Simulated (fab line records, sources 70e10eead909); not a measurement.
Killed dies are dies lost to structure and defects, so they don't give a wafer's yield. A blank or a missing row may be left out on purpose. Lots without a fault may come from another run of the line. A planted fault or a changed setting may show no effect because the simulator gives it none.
Chamber matching | flow nand_harc | NHARC_A_WL_FILL_CMP_12 on cmp-04: 4 sister chambers
The step polishes, t overpolish 30 s, target thk 100 nm. 8 wafers are shown with their chamber, then 8 later ones without.

WAFERS WITH THEIR CHAMBER
wafer  | chamber | motor_current_A (A) | overpolish_run_s (s)
L083.3 | 3       | 12.0                | 29.988
L083.5 | 2       | 13.2                | 30.010
L081.2 | 3       | 11.6                | 30.004
L081.6 | 1       | 12.9                | 29.987
L081.1 | 1       | 12.3                | 30.005
L081.3 | 2       | 13.6                | 30.018
L081.5 | 0       | 13.0                | 29.996
L084.1 | 0       | 12.5                | 29.992

WAFERS WITHOUT THEIR CHAMBER
wafer  | motor_current_A (A) | overpolish_run_s (s)
L084.2 | 13.2                | 29.993
L084.6 | 11.7                | 30.002
L091.2 | 14.3                | 29.997
L091.3 | 12.9                | 29.987
L091.5 | 11.8                | 30.010
L096.2 | 12.7                | 30.002
L096.3 | 13.7                | 29.993
L096.6 | 13.1                | 30.002

WHICH CHAMBER EACH WENT THROUGH
wafer  | from the rows above               | in truth
L084.2 | can't be placed: 0 or 1 or 2      | 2
L084.6 | can't be placed: 3 or 1           | 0
L091.2 | can't be placed: 2 or 0 or 1      | 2
L091.3 | can't be placed: 0 or 1           | 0
L091.5 | can't be placed: 3 or 1 or 0      | 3
L096.2 | can't be placed: 1 or 0 or 2 or 3 | 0
L096.3 | can't be placed: 2 or 0 or 1      | 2
L096.6 | can't be placed: 0 or 2 or 1      | 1
Placed correctly: 0 of 8. Can't be placed from these rows: 8 (the true chamber is among the candidates in 7). Placed wrongly: 0.
How it was worked out, from the rows above alone: a wafer's distance from a chamber is the root of the sum, over the readings, of the square of ((its reading less the chamber's mean) divided by the reading's scatter). The wafer belongs to the nearest chamber; if the next one is less than 2 further off, it can't be placed. A chamber's mean is the mean of its shown wafers. The scatter: the root of (the sum of the squares of (reading less its chamber's mean) over the shown wafers, divided by (wafers less chambers)).
